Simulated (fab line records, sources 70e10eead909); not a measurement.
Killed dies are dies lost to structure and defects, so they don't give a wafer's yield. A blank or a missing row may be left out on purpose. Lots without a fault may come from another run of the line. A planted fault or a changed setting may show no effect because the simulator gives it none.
fab line records | flow nand_harc | part 2 of 2: steps 30 to 42 of 42
record lots=5 wafers=15 last_day=31
route steps=1302 shown P_BONDPAD@385 A_START@389 A_ZERO_WELL@390 A_SOURCE_PLATE@413 A_ONON_D1@424
lots that met no fault: from a run of the same line without faults
start_h: hours from the record's first day to the start of the lot's first wafer shown | wait_h: hours since the lot's step before | " the same as in the row above | L1.1+2: a row that stands for several wafers | - no value, or no start given | * or withheld: withheld | < > ~ a bound
route shown NAME@n: a module of which the file shows steps, and the number in the route of the first | usual: mean/standard deviation of fault-free wafers | same: alike in all rows | chamber/n: place in a boat | sites: the reading at each site | _std_site: their standard deviation | _edge_site: outer sites' mean less inner sites' | radius_mm: how far each site lies from the wafer's centre | mask NAME#n: copy n | behind: the tool/chamber that last shaped the wafer | hold: why the lot was held/for how many hours/how that ended | device: the transistor (n, p or np) that didn't switch | end of line: the same wafers' tests at the end of the route | a step without rows: its recipe alone | killed: dies lost to structure and defects at the first sort, not the wafer's yield | map: a wafer's dies, x killed, . not, _ none there
set.NAME: the setting as run; set.NAME@STEP: as run at that earlier step | model.NAME: the simulator's own value behind a step, which no gauge read
lots at some steps of the route; a table a step, a row a wafer
services: from which hour (start_h, from the record's first day; less than 0 if before it) a tool's chamber was out of use, for how many hours, and why
## steps
# step NHARC_A_SOURCE_PLATE_OXIDE_02
# recipe target_thk_a=100 temp_c=900 ox_time_s=1362 material=SiO2
# usual spike_tc_centre_C=901.1/1
# columns lot.wafer tool chamber start_h wait_h spike_tc_centre_C
L074.1 furnace-08 0 156.04 - 901.9
L074.2 " 0 " " 901.6
L074.6 " 0 " " 901.1
L076.2 furnace-04 0 173.20 - 902.5
L076.5 " 0 " " 902.4
L076.6 " 0 " " 901.0
L084.2 furnace-04 0 245.68 - 902.4
L084.5 " 0 " " 901.1
L084.6 " 0 " " 901.0
L089.3 furnace-04 0 287.33 - 902.8
L089.4 " 0 " " 900.4
L089.5 " 0 " " 901.7
L093.2 furnace-07 0 329.92 - 901.8
L093.3 " 0 " " 899.8
L093.4 " 0 " " 900.1
# step NHARC_A_SOURCE_PLATE_THK_MEAS_09
# recipe thk_meas_gauge=ellipsometry
# usual thk_nm=9.6/0.91
# columns lot.wafer tool chamber start_h wait_h thk_nm
L074.1 film_metro-01 - 160.04 0.4 9.8
L074.2 " - " " 9.2
L074.6 " - " " 10.8
L076.2 film_metro-02 - 177.24 0.4 10.1
L076.5 " - " " 10.4
L076.6 " - " " 10.0
L084.2 film_metro-02 - 249.74 0.4 9.5
L084.5 " - " " 8.6
L084.6 " - " " 8.7
L089.3 film_metro-01 - 291.40 0.4 10.0
L089.4 " - " " 9.8
L089.5 " - " " 10.5
L093.2 film_metro-02 - 333.92 0.4 8.7
L093.3 " - " " 9.0
L093.4 " - " " 10.7
# step NHARC_A_SOURCE_PLATE_PVD_04
# recipe target_thk_a=500 material=WSi2
# columns lot.wafer tool chamber start_h wait_h
L074.1+2+6 pvd_sputter-03 - 164.58 4.5
L076.2+6+5 pvd_sputter-02 - 177.36 0.1
L084.2+5+6 pvd_sputter-03 - 249.80 0.1
L089.4+3+5 pvd_sputter-01 - 291.55 0.2
L093.2+3+4 pvd_sputter-03 - 333.97 0.1
# step NHARC_A_SOURCE_PLATE_CVD_03
# recipe target_thk_a=2000 temp_c=620 pressure_mtorr=200 time_s=4000 material=poly-Si
# usual spike_tc_centre_C=619.8/1.1
# columns lot.wafer tool chamber start_h wait_h spike_tc_centre_C
L074.1 lpcvd_poly-04 0 167.11 - 619.1
L074.2 " 0 " " 619.3
L074.6 " 0 " " 620.3
L076.2 lpcvd_poly-02 0 179.84 - 621.1
L076.5 " 0 " " 621.7
L076.6 " 0 " " 621.0
L084.2 lpcvd_poly-01 0 252.26 - 619.8
L084.5 " 0 " " 618.8
L084.6 " 0 " " 619.1
L089.3 lpcvd_poly-01 0 293.88 - 619.3
L089.4 " 0 " " 619.3
L089.5 " 0 " " 618.8
L093.2 lpcvd_poly-02 0 336.49 - 621.1
L093.3 " 0 " " 618.4
L093.4 " 0 " " 619.6
# step NHARC_A_SOURCE_PLATE_ANNEAL_05
# recipe temp_c=850 time_s=1800
# usual spike_tc_centre_C=851.0/1.1
# columns lot.wafer tool chamber start_h wait_h spike_tc_centre_C
L074.1 furnace-08 0 173.55 3.4 851.4
L074.2 " 0 " " 850.6
L074.6 " 0 " " 848.9
L076.2 furnace-04 0 188.01 5.1 851.6
L076.5 " 0 " " 850.5
L076.6 " 0 " " 852.8
L084.2 furnace-08 0 258.76 3.4 852.1
L084.5 " 0 " " 852.4
L084.6 " 0 " " 850.8
L089.3 furnace-08 0 300.82 3.8 850.9
L089.4 " 0 " " 850.0
L089.5 " 0 " " 850.7
L093.2 furnace-04 0 343.18 3.6 851.7
L093.3 " 0 " " 852.5
L093.4 " 0 " " 853.8
# step NHARC_A_SOURCE_PLATE_THK_MEAS_06
# recipe thk_meas_gauge=ellipsometry
# usual thk_nm=200.0/2.2
# columns lot.wafer tool chamber start_h wait_h thk_nm
L074.1 film_metro-01 - 177.45 0.4 194.2
L074.2 " - " " 196.8
L074.6 " - " " 197.9
L076.2 film_metro-01 - 191.98 0.4 196.2
L076.5 " - " " 200.8
L076.6 " - " " 199.5
L084.2 film_metro-01 - 262.78 0.4 202.2
L084.5 " - " " 203.5
L084.6 " - " " 203.0
L089.3 film_metro-02 - 304.72 0.4 198.1
L089.4 " - " " 199.6
L089.5 " - " " 199.9
L093.2 film_metro-01 - 347.13 0.4 201.3
L093.3 " - " " 196.9
L093.4 " - " " 197.2
# step NHARC_A_SOURCE_PLATE_INSPECT_08
# usual raw_defect_count=67/28
# columns lot.wafer tool chamber start_h wait_h raw_defect_count
L074.1 defect_inspect-02 - 177.51 0.0 32
L074.2 " - " " 18
L074.6 " - " " 54
L076.2 defect_inspect-01 - 192.08 0.0 173
L076.5 " - " " 76
L076.6 " - " " 60
L084.2 defect_inspect-01 - 262.84 0.0 56
L084.5 " - " " 65
L084.6 " - " " 29
L089.3 defect_inspect-01 - 304.81 0.0 86
L089.4 " - " " 124
L089.5 " - " " 76
L093.2 defect_inspect-02 - 347.20 0.0 50
L093.3 " - " " 35
L093.4 " - " " 50
# step NHARC_A_ONON_D1_DEP_00
# recipe target_thk_a=10000 n2_flow_sccm=2750 n2o_flow_sccm=2000 nh3_flow_sccm=500 sih4_flow_sccm=210 temp_c=400
# columns lot.wafer tool chamber start_h wait_h
L074.1+2+6 pecvd_onon-02 0 177.58 0.1
L076.2+5+6 pecvd_onon-04 0 192.21 0.1
L084.2+5+6 pecvd_onon-04 0 262.97 0.1
L089.3+4+5 pecvd_onon-04 0 304.99 0.2
L093.2+3+4 pecvd_onon-03 0 347.32 0.1
# step NHARC_A_ONON_D1_THK_MEAS_02
# recipe thk_meas_gauge=ellipsometry
# usual thk_nm=999/8.6
# columns lot.wafer tool chamber start_h wait_h thk_nm
L074.1 film_metro-02 - 178.09 - 1011
L074.2 " - " " 1010
L074.6 " - " " 1010
L076.2 film_metro-02 - 192.67 - 996
L076.5 " - " " 999
L076.6 " - " " 999
L084.2 film_metro-01 - 263.41 - 979
L084.5 " - " " 979
L084.6 " - " " 983
L089.3 film_metro-01 - 305.38 - 1008
L089.4 " - " " 1007
L089.5 " - " " 1008
L093.2 film_metro-01 - 347.78 - 994
L093.3 " - " " 993
L093.4 " - " " 993
# step NHARC_A_ONON_D1_DEP_03
# recipe target_thk_a=10000 n2_flow_sccm=2750 n2o_flow_sccm=2000 nh3_flow_sccm=500 sih4_flow_sccm=210 temp_c=400
# columns lot.wafer tool chamber start_h wait_h
L074.1+2+6 pecvd_onon-02 0 178.14 0.1
L076.2+5+6 pecvd_onon-04 0 192.78 0.1
L084.2+5+6 pecvd_onon-02 0 263.53 0.1
L089.3+4+5 pecvd_onon-04 0 305.56 0.2
L093.2+3+4 pecvd_onon-04 0 347.89 0.1
# step NHARC_A_ONON_D1_THK_MEAS_05
# recipe thk_meas_gauge=ellipsometry
# usual thk_nm=1000/9.5
# columns lot.wafer tool chamber start_h wait_h thk_nm
L074.1 film_metro-01 - 178.66 - 983
L074.2 " - " " 983
L074.6 " - " " 985
L076.2 film_metro-02 - 193.24 - 999
L076.5 " - " " 999
L076.6 " - " " 998
L084.2 film_metro-01 - 263.99 - 1000
L084.5 " - " " 1001
L084.6 " - " " 1001
L089.3 film_metro-01 - 305.95 - 998
L089.4 " - " " 999
L089.5 " - " " 999
L093.2 film_metro-02 - 348.34 - 1001
L093.3 " - " " 1000
L093.4 " - " " 1001
# step NHARC_A_ONON_D1_DEP_06
# recipe target_thk_a=10000 n2_flow_sccm=2750 n2o_flow_sccm=2000 nh3_flow_sccm=500 sih4_flow_sccm=210 temp_c=400
# columns lot.wafer tool chamber start_h wait_h
L074.1+2+6 pecvd_onon-02 0 178.71 0.1
L076.2+5+6 pecvd_onon-03 0 193.35 0.1
L084.2+5+6 pecvd_onon-03 0 264.10 0.1
L089.3+4+5 pecvd_onon-04 0 306.12 0.2
L093.2+3+4 pecvd_onon-02 0 348.46 0.1
# step NHARC_A_ONON_D1_THK_MEAS_08
# recipe thk_meas_gauge=ellipsometry
# usual thk_nm=1001/10
# columns lot.wafer tool chamber start_h wait_h thk_nm
L074.1 film_metro-01 - 179.22 - 1011
L074.2 " - " " 1009
L074.6 " - " " 1008
L076.2 film_metro-01 - 193.81 - 1004
L076.5 " - " " 1006
L076.6 " - " " 1006
L084.2 film_metro-02 - 264.55 - 1009
L084.5 " - " " 1009
L084.6 " - " " 1007
L089.3 film_metro-01 - 306.52 - 1026
L089.4 " - " " 1025
L089.5 " - " " 1026
L093.2 film_metro-02 - 348.91 - 1005
L093.3 " - " " 1005
L093.4 " - " " 1004
## services
# columns tool chamber start_h hours kind
pecvd_onon-04 - 130.35 13.0 pm
wet_bench-10 - 135.20 8.0 pm
rie_diel-11 1 145.52 2.6 repair
implanter-02 - 146.00 13.0 pm
pvd_sputter-03 - 156.73 7.7 repair
pvd_sputter-03 - 170.04 10.0 pm
wet_bench-09 - 176.80 8.0 pm
pecvd_onon-02 - 185.00 13.0 pm
rie_diel-08 - 190.80 9.0 pm
rie_si-06 - 191.43 0.8 repair
wet_bench-04 - 200.93 3.8 repair
wet_bench-03 - 210.40 8.0 pm
wet_bench-04 - 227.89 8.0 pm
wet_bench-02 - 244.00 8.0 pm
rie_si-06 - 249.00 9.0 pm
litho_track-07 - 251.00 7.0 pm
wet_bench-10 - 265.95 1.0 repair
rie_si-06 3 271.14 5.5 repair
litho_track-03 - 275.00 7.0 pm
furnace-08 - 282.29 5.2 repair
litho_track-05 - 299.00 7.0 pm
wet_bench-10 - 311.20 8.0 pm
pecvd_onon-04 - 311.35 13.0 pm
rie_diel-08 2 342.64 1.7 repair
